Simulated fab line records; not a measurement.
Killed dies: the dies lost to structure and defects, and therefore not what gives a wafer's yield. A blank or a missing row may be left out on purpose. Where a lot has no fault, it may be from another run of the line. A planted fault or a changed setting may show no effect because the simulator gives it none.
Matching of chambers -- flow nand harc -- pecvd-03 running NHARC_A_STAIRCASE_DEP_259: 3 sister chambers
The step deposits SiON, target thk 30 nm. 6 wafers are shown with their chamber, then 10 later ones without.

== WAFERS PAIRED WITH THEIR CHAMBERS ==
wafer,chamber,heater power w (W)
L082.5,0,877
L086.4,1,658
L086.5,0,866
L086.6,2,687
L089.1,1,702
L089.3,2,677

== WAFERS MISSING THEIR CHAMBER ==
wafer,heater power w (W)
L089.6,935
L091.2,703
L091.3,847
L091.5,778
L093.1,853
L093.3,638
L093.5,612
L097.2,724
L097.3,641
L097.4,650

== WHICH CHAMBER EACH WENT THROUGH ==
wafer,from the rows above,in truth
L089.6,0,0
L091.2,can't be placed: 2 or 1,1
L091.3,0,0
L091.5,can't be placed: 0 or 2 or 1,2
L093.1,0,0
L093.3,can't be placed: 1 or 2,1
L093.5,can't be placed: 1 or 2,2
L097.2,can't be placed: 2 or 1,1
L097.3,can't be placed: 1 or 2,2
L097.4,can't be placed: 1 or 2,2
Correct placement for 3 of the 10. From these rows, 7 cannot be placed; in 7 the true chamber is one of the candidates. Wrongly placed: 0.
How it was worked out, from the rows above alone: a wafer's distance from a chamber is the root of the sum, over the readings, of the square of ((its reading less the chamber's mean) divided by the reading's scatter). If the next closest chamber is less than 2 further off than the closest, the wafer can't be placed; otherwise it belongs to the closest. A chamber's mean is the mean of its shown wafers. The scatter: take each reading less its chamber's mean, square it, sum over the shown wafers, divide by the number of wafers less the number of chambers, and take the root.
